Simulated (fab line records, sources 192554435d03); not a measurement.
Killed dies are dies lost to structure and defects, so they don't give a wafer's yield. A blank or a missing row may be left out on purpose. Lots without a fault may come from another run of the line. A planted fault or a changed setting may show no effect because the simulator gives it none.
A struck lot beside a sound one | flow n5_finfet | 13 steps out of a route of 1938
Sound: wafers L293.1, L293.3, L293.4. Struck: wafers L310.4, L310.5, L310.6. The cause comes at the end.
At each step with rows: each side's tool, then ch and its chambers, then its first start. Under that, the readings that differ: sound wafers | struck wafers | difference of the means | sigmas: that difference in standard deviations of wafers without a fault.
alike: readings whose means differ by less than 2 such deviations, and words and numbers that are the same on both sides. not compared: withheld readings, readings that some wafer has no value for, bounds like >300 that may hide the same value, and numbers for which the record gives no deviation and whose values overlap.
The two part at a step that has a row with sigmas, a row that says differs or no value, or rows on one side only. Numbers that don't overlap but have no deviation are shown without sigmas and don't part them. A reading that every wafer of one side lacks parts them only if that side has two wafers or more.

first, 9 steps without rows for these wafers: N5_BEOL_M0_SAQP_COAT_87 (time 60 s, resist thk 5 nm); N5_BEOL_M0_SAQP_COAT_34 (resist thk 30 nm); N5_BEOL_M0_SAQP_EBR_36; N5_BEOL_M0_SAQP_SOFTBAKE_35 (time 60 s); N5_BEOL_M0_SAQP_EXPOSE_37 (exposes mask M0 CUT1, target cd 30 nm); N5_BEOL_M0_SAQP_PEB_38 (peb time 60 s); N5_BEOL_M0_SAQP_DEVELOP_39 (develop time 30 s); N5_BEOL_M0_SAQP_DESCUM_45 (chemistry O2, time 7 s); N5_BEOL_M0_SAQP_ETCH_88 (etches underlayer in N2/H2, target depth 6.5 nm, time 5.2 s).
N5_BEOL_M0_SAQP_ETCH_73: etches SiARC in CF4, target depth 19.5 nm, time 32.5 s.
  sound on rie_diel-03 ch 0,2,3, day 6 07:36; struck on rie_diel-03 ch 0,1,3, day 11 01:21
  no value came back on the struck wafers for any of 9 readings (bias_w (W), cf4_flow_sccm (sccm) and others); on the sound wafers bias_w (W) reads 36.07 35.97 35.83
then, 1 step without rows for these wafers: N5_BEOL_M0_SAQP_CUT_ETCH_46 (etches SOC in N2/H2, target depth 135 nm, overetch 27 nm, time 202.5 s).
N5_BEOL_M4_RC_MEAS_101:
  the record has rows for the sound wafers here (prober-02 ch 0, day 9 01:06) and none for the struck ones
-- the record jumps here: 9 days lie between the struck wafers' starts before and after (it left off in module BEOL_M4 and takes up again in module PASSIVATION, whose first step shown is number 1936 of the route) --
N5_PASSIVATION_PROBE_49:
  the record has rows for the struck wafers here (prober-02, day 19 17:47) and none for the sound ones

WHERE THEY PART
First at N5_BEOL_M0_SAQP_ETCH_73; last, within this record, at N5_PASSIVATION_PROBE_49.

WHY: what the simulator had put in
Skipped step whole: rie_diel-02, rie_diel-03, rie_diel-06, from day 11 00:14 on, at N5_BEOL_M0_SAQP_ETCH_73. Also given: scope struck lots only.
